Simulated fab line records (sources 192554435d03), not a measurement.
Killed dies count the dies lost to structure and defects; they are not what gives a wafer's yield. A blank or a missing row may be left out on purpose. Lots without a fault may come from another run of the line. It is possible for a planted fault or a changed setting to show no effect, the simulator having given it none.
Which tool did it? | flow n5-finfet | Sampling: 10 lots, 30 wafers, 5 of 1938 route steps

## WHAT THE GAUGES SHOWED, per wafer
N5_BEOL_M4_RC_MEAS_101. Usual: DIBL_N 35.8 mV/V, standard deviation 1.6; DIBL_P 36.0 mV/V, standard deviation 2.1; IOFF_N 0.153 nA/um, standard deviation 0.026; IOFF_P 0.21 nA/um, standard deviation 0.037; ION_N 673 uA/um, standard deviation 11; ION_P 462 uA/um, standard deviation 7.6; SS_N 71.4 mV/dec, standard deviation 0.53; SS_P 73.2 mV/dec, standard deviation 0.67; VT_N 250 mV, standard deviation 3.2; VT_P -250 mV, standard deviation 3.7.
lot  | measured     | on        | DIBL_N (mV/V)  | DIBL_P (mV/V)  | IOFF_N (nA/um)    | IOFF_P (nA/um) | ION_N (uA/um) | ION_P (uA/um) | SS_N (mV/dec)  | SS_P (mV/dec)  | VT_N (mV)   | VT_P (mV)      | flag
L582 | day 8 01:25  | prober-02 | 37.3 33.5 37.9 | 39.2 33.7 38.8 | 0.188 0.117 0.207 | 0.26 0.17 0.27 | 684 662 700   | 476 463 476   | 70.9 71.1 71.1 | 74.0 72.5 74.2 | 245 256 243 | -248 -251 -245 |
L584 | day 8 23:57  | prober-01 | 36.7 37.7 35.7 | 38.9 40.2 37.7 | 0.176 0.201 0.146 | 0.28 0.32 0.26 | 693 682 673   | 472 477 470   | 71.4 72.1 71.0 | 74.1 74.1 73.2 | 250 246 252 | -243 -240 -244 |
L589 | day 9 15:46  | prober-01 | 33.7 33.4 31.5 | 33.4 32.9 30.3 | 0.121 0.111 0.091 | 0.17 0.15 0.13 | 658 653 647   | 458 450 445   | 70.6 70.4 70.2 | 72.8 72.2 72.0 | 253 254 256 | -255 -253 -257 |
L592 | day 11 00:27 | prober-01 | 36.1 35.8 35.7 | 38.3 37.3 36.3 | 0.179 0.177 0.165 | 0.27 0.27 0.23 | 676 675 670   | 469 474 467   | 71.6 71.6 71.9 | 74.0 74.0 72.8 | 250 247 248 | -243 -244 -248 |
L594 | day 11 00:41 | prober-02 | 33.4 33.7 36.6 | 32.2 32.9 37.2 | 0.113 0.112 0.168 | 0.16 0.17 0.23 | 656 659 684   | 449 457 465   | 71.4 70.6 71.2 | 71.8 72.4 73.2 | 254 255 249 | -252 -251 -248 |
L596 | day 11 09:40 | prober-02 | 38.2 36.9 35.5 | 38.4 36.4 36.7 | 0.195 0.161 0.151 | 0.25 0.22 0.23 | 687 676 679   | 470 463 468   | 71.4 71.7 71.4 | 74.1 73.1 73.3 | 247 248 249 | -247 -247 -247 |
L599 | day 12 11:53 | prober-01 | 35.1 35.1 37.1 | 36.0 35.8 38.2 | 0.145 0.148 0.178 | 0.19 0.19 0.22 | 665 671 678   | 459 458 460   | 70.7 71.4 72.4 | 73.7 72.8 74.1 | 251 249 249 | -252 -250 -252 |
L601 | day 13 01:37 | prober-01 | 36.5 37.5 34.7 | 36.6 37.0 35.0 | 0.159 0.174 0.136 | 0.20 0.21 0.18 | 669 680 661   | 459 464 460   | 71.4 72.2 70.6 | 73.7 73.4 72.9 | 253 250 253 | -251 -249 -254 |
L604 | day 13 14:36 | prober-01 | 33.2 34.2 37.3 | 32.0 32.8 37.4 | 0.110 0.118 0.188 | 0.15 0.15 0.24 | 664 667 685   | 457 458 467   | 70.9 71.0 71.0 | 71.6 72.4 73.3 | 256 253 246 | -254 -256 -250 |
L605 | day 13 18:08 | prober-01 | 38.3 34.6 35.0 | 36.3 32.5 33.8 | 0.182 0.124 0.136 | 0.21 0.17 0.18 | 675 668 665   | 454 456 461   | 71.5 71.3 71.1 | 73.9 72.6 73.1 | 248 254 249 | -251 -253 -253 |

## WHAT TOOL EACH LOT RAN ON (gives the tool, then ch and the chambers of the sampled wafers, and finally the start)
lot  | N5_BEOL_M1_ALD_84                   | N5_BEOL_M1_ANNEAL_49         | N5_BEOL_M1_ANNEAL_82         | N5_BEOL_M1_SPUTTER_90
L582 | ald-metal-03 ch 1,2,3, day 6 08:33  | pvd-sputter-01, day 6 09:09  | pvd-sputter-01, day 6 09:35  | pvd-sputter-01, day 6 10:10
L584 | ald-metal-03 ch 0,2, day 7 06:51    | pvd-sputter-01, day 7 08:16  | pvd-sputter-01, day 7 08:43  | pvd-sputter-01, day 7 09:17
L589 | ald-metal-02 ch 0,1,3, day 8 01:00  | pvd-sputter-02, day 8 01:32  | pvd-sputter-02, day 8 01:59  | pvd-sputter-02, day 8 02:34
L592 | ald-metal-02 ch 1,2, day 8 23:39    | pvd-sputter-02, day 9 00:22  | pvd-sputter-02, day 9 00:48  | pvd-sputter-02, day 9 01:23
L594 | ald-metal-04 ch 1,2,3, day 9 10:11  | pvd-sputter-02, day 9 10:49  | pvd-sputter-02, day 9 11:16  | pvd-sputter-02, day 9 11:50
L596 | ald-metal-04 ch 0,1,2, day 9 18:55  | pvd-sputter-01, day 9 20:28  | pvd-sputter-01, day 9 20:54  | pvd-sputter-01, day 9 21:29
L599 | ald-metal-03 ch 2,3, day 10 15:13   | pvd-sputter-02, day 10 15:52 | pvd-sputter-02, day 10 16:18 | pvd-sputter-02, day 10 16:53
L601 | ald-metal-03 ch 0,3, day 11 01:20   | pvd-sputter-01, day 11 01:52 | pvd-sputter-01, day 11 02:19 | pvd-sputter-01, day 11 02:53
L604 | ald-metal-03 ch 1,2,3, day 12 01:14 | pvd-sputter-02, day 12 01:49 | pvd-sputter-02, day 12 02:16 | pvd-sputter-02, day 12 02:50
L605 | ald-metal-02 ch 0,2,3, day 12 01:55 | pvd-sputter-01, day 12 03:41 | pvd-sputter-01, day 12 04:07 | pvd-sputter-01, day 12 04:42
- N5_BEOL_M1_ALD_84: deposits TaN, pulse time 2 s, purge time 3 s, co reactant purge time 2 s.
- N5_BEOL_M1_ANNEAL_49: time 240 s.
- N5_BEOL_M1_ANNEAL_82: time 240 s.
- N5_BEOL_M1_SPUTTER_90: material Cu, target thk 4.5 nm, time 8.29 s.

## AS READ BY THE TOOLS THEMSELVES (means over the sampled wafers that have a number; for cases with no such wafer, the mark the record gives instead)
N5_BEOL_M1_ALD_84. Usual: heater-power-w 431 W, standard deviation 39; precursor-vessel-pressure-torr 26.25 Torr, standard deviation 0.055; susceptor-temp-C 274.99 C, standard deviation 0.19.
lot  | tool         | heater-power-w (W) | precursor-vessel-pressure-torr (Torr) | susceptor-temp-C (C) | flag
L582 | ald-metal-03 | 421                | 26.18                                 | 275.06               |
L584 | ald-metal-03 | 432                | 26.24                                 | 275.11               |
L589 | ald-metal-02 | 441                | 26.22                                 | 274.89               |
L592 | ald-metal-02 | 427                | 26.26                                 | 274.99               |
L594 | ald-metal-04 | 417                | 26.22                                 | 274.95               |
L596 | ald-metal-04 | 424                | 26.23                                 | 275.02               |
L599 | ald-metal-03 | 421                | 26.23                                 | 275.01               |
L601 | ald-metal-03 | 378                | 26.26                                 | 275.01               |
L604 | ald-metal-03 | 428                | 26.22                                 | 275.21               |
L605 | ald-metal-02 | 453                | 26.25                                 | 275.03               |

N5_BEOL_M1_ANNEAL_49. Usual: heater-power-w 851 W, standard deviation 72; susceptor-temp-C 400.03 C, standard deviation 0.2; susceptor_temp_C_max 400.9, standard deviation 0.35.
lot  | tool           | heater-power-w (W) | susceptor-temp-C (C) | susceptor_temp_C_max | flag
L582 | pvd-sputter-01 | 874                | 400.12               | 401.1                |
L584 | pvd-sputter-01 | 868                | 400.04               | 400.8                |
L589 | pvd-sputter-02 | 850                | 399.83               | 400.7                |
L592 | pvd-sputter-02 | 865                | 399.97               | 400.7                |
L594 | pvd-sputter-02 | 859                | 400.05               | 400.8                |
L596 | pvd-sputter-01 | 872                | 400.18               | 401.1                |
L599 | pvd-sputter-02 | 874                | 399.89               | 400.5                |
L601 | pvd-sputter-01 | 868                | 399.96               | 400.8                |
L604 | pvd-sputter-02 | 882                | 399.93               | 400.8                |
L605 | pvd-sputter-01 | 833                | 399.98               | 400.9                |

N5_BEOL_M1_ANNEAL_82. Usual: heater-power-w 852 W, standard deviation 74; susceptor-temp-C 400.02 C, standard deviation 0.21; susceptor_temp_C_max 400.9, standard deviation 0.34.
lot  | tool           | heater-power-w (W) | susceptor-temp-C (C) | susceptor_temp_C_max | flag
L582 | pvd-sputter-01 | 876                | 399.97               | 400.9                |
L584 | pvd-sputter-01 | 884                | 400.05               | 401.0                |
L589 | pvd-sputter-02 | 855                | 400.18               | 400.8                |
L592 | pvd-sputter-02 | -                  | -                    | -                    | OFF
L594 | pvd-sputter-02 | -                  | -                    | -                    | OFF
L596 | pvd-sputter-01 | 868                | 399.96               | 400.8                |
L599 | pvd-sputter-02 | 871                | 399.92               | 400.7                |
L601 | pvd-sputter-01 | 865                | 400.07               | 401.0                |
L604 | pvd-sputter-02 | 877                | 399.94               | 400.7                |
L605 | pvd-sputter-01 | 821                | 400.03               | 401.2                |

N5_BEOL_M1_SPUTTER_90. Usual: susceptor-temp-C -20.01 C, standard deviation 0.11; throttle-valve-pct 30.1 %, standard deviation 1.2.
lot  | tool           | susceptor-temp-C (C) | throttle-valve-pct (%) | flag
L582 | pvd-sputter-01 | -19.98               | 29.3                   |
L584 | pvd-sputter-01 | -20.03               | 29.0                   |
L589 | pvd-sputter-02 | -20.01               | 30.8                   |
L592 | pvd-sputter-02 | -20.05               | 30.9                   |
L594 | pvd-sputter-02 | -20.04               | 30.9                   |
L596 | pvd-sputter-01 | -20.02               | 29.2                   |
L599 | pvd-sputter-02 | -19.97               | 30.9                   |
L601 | pvd-sputter-01 | -20.09               | 29.2                   |
L604 | pvd-sputter-02 | -20.03               | 31.0                   |
L605 | pvd-sputter-01 | -20.06               | 30.0                   |

## THE ANSWER, worked out from the rows above alone
Rule: a lot counts as off when the mean over its wafers that have a number is more than 3 standard deviations away from the usual mean. A lot without any number at a reading at which 4 lots or more have one is off too. Any other lot the step has rows for is counted as sound. Order of review: gauges by route order, followed by the tools' own readings, for which a lot's mean as printed above is used. The first step at which some lot is off is used, and at that step the reading that is off furthest; a lot without a number counts as furthest.
Off, at N5_BEOL_M1_ANNEAL_82 on heater-power-w: L592, L594. Without a number there: L592, L594.
If a tool, at that step or one of the process steps before it, ran each lot that is off and ran no sound lot following the first of them, it fits. No candidate that was tried fits.

## WHAT THE SIMULATOR PUT IN
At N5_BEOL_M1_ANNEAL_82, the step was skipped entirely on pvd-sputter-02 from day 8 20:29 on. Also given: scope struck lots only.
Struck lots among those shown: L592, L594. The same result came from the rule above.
